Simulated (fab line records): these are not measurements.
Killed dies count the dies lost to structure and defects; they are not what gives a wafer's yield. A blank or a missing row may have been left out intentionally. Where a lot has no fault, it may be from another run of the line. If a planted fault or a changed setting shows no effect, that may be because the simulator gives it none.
The same fault as seen by 3 desks / flow n5-finfet / only its own numbers are on each desk; what lay behind them is given at the end

## THE TOOL OWNER'S DESK: cmp-03
The tool's own readings at N5_HKMG_FIN_CMP_94 (polishes, stops on SiNx, t overpolish 4.7 s, target thk 43.299 nm): means of the sampled wafers that have a number, for each lot that ran on this tool. The brackets show how far a lot's mean lies from the usual mean; more than 4 standard deviations puts the lot out of limits, marked OUT.
Columns: A = motor-current-A at N5_HKMG_FIN_CMP_94, usual 11.8 A; B = slurry-filter-dp-kPa at N5_HKMG_FIN_CMP_94, usual 13.51 kPa; C = slurry-flow-ml-min at N5_HKMG_FIN_CMP_94, usual 150.0
lot=L730; first seen here=day 5 13:20; A=12.6; B=13.51; C=150.1
lot=L739; first seen here=day 7 22:40; A=12.7; B=13.32; C=149.8
lot=L743; first seen here=day 8 22:21; A=12.4; B=13.52; C=149.3
This desk found nothing out of limits on any of the 3 lots.

## THE METROLOGY DESK
Lot by lot, what the gauges showed, no matter which tool ran the lot: averages of those sampled wafers that carry a number. The brackets show how far a lot's mean lies from the usual mean; more than 4 standard deviations puts the lot out of limits, marked OUT. Shown here are 7 of its 10 readings, the ones lying furthest out on some lot.
Columns: A = DIBL_N at N5_BEOL_M4_RC_MEAS_101, usual 36.0 mV/V; B = IOFF_N at N5_BEOL_M4_RC_MEAS_101, usual 0.15 nA/um; C = IOFF_P at N5_BEOL_M4_RC_MEAS_101, usual 0.19 nA/um; D = ION_N at N5_BEOL_M4_RC_MEAS_101, usual 668 uA/um; E = ION_P at N5_BEOL_M4_RC_MEAS_101, usual 455 uA/um; F = VT_N at N5_BEOL_M4_RC_MEAS_101, usual 251 mV; G = VT_P at N5_BEOL_M4_RC_MEAS_101, usual -253 mV
lot=L726; first seen here=day 9 01:44; A=37.4; B=0.15; C=0.18; D=668; E=449; F=251; G=-254
lot=L730; first seen here=day 11 02:08; A=33.8; B=0.11; C=0.15; D=650; E=444; F=257; G=-255
lot=L739; first seen here=day 13 10:04; A=37.4; B=0.17; C=0.19; D=682; E=466; F=248; G=-251
lot=L738; first seen here=day 13 16:31; A=36.2; B=0.16; C=0.19; D=667; E=452; F=251; G=-253
lot=L743; first seen here=day 14 01:40; A=37.4; B=0.16; C=0.19; D=675; E=456; F=251; G=-253
lot=L747; first seen here=day 14 22:01; A=31.9; B=0.10; C=0.13; D=649; E=438; F=258; G=-262
This desk found nothing out of limits on any of the 6 lots.

## THE DEFECT DESK
Lot by lot, what the route's inspections counted, given as the mean of those sampled wafers with a number. The brackets show how far a lot's mean lies from the usual mean; more than 4 standard deviations puts the lot out of limits, marked OUT.
Columns: A = raw-defect-count at N5_HKMG_FIN_INSPECT_28, usual 41
lot=L726; first seen here=day 4 13:35; A=46
lot=L730; first seen here=day 5 13:32; A=39
lot=L738; first seen here=day 7 20:07; A=24
lot=L739; first seen here=day 7 22:52; A=41
lot=L743; first seen here=day 8 22:33; A=51
lot=L747; first seen here=day 9 20:11; A=35
This desk found nothing out of limits on any of the 6 lots.

## ALL TOGETHER
Nothing out of limits was seen by the tool owner's desk.
Metrology desk: nothing out of limits seen.
The defect desk saw nothing out of limits.

## WHAT WAS PUT IN BY THE SIMULATOR
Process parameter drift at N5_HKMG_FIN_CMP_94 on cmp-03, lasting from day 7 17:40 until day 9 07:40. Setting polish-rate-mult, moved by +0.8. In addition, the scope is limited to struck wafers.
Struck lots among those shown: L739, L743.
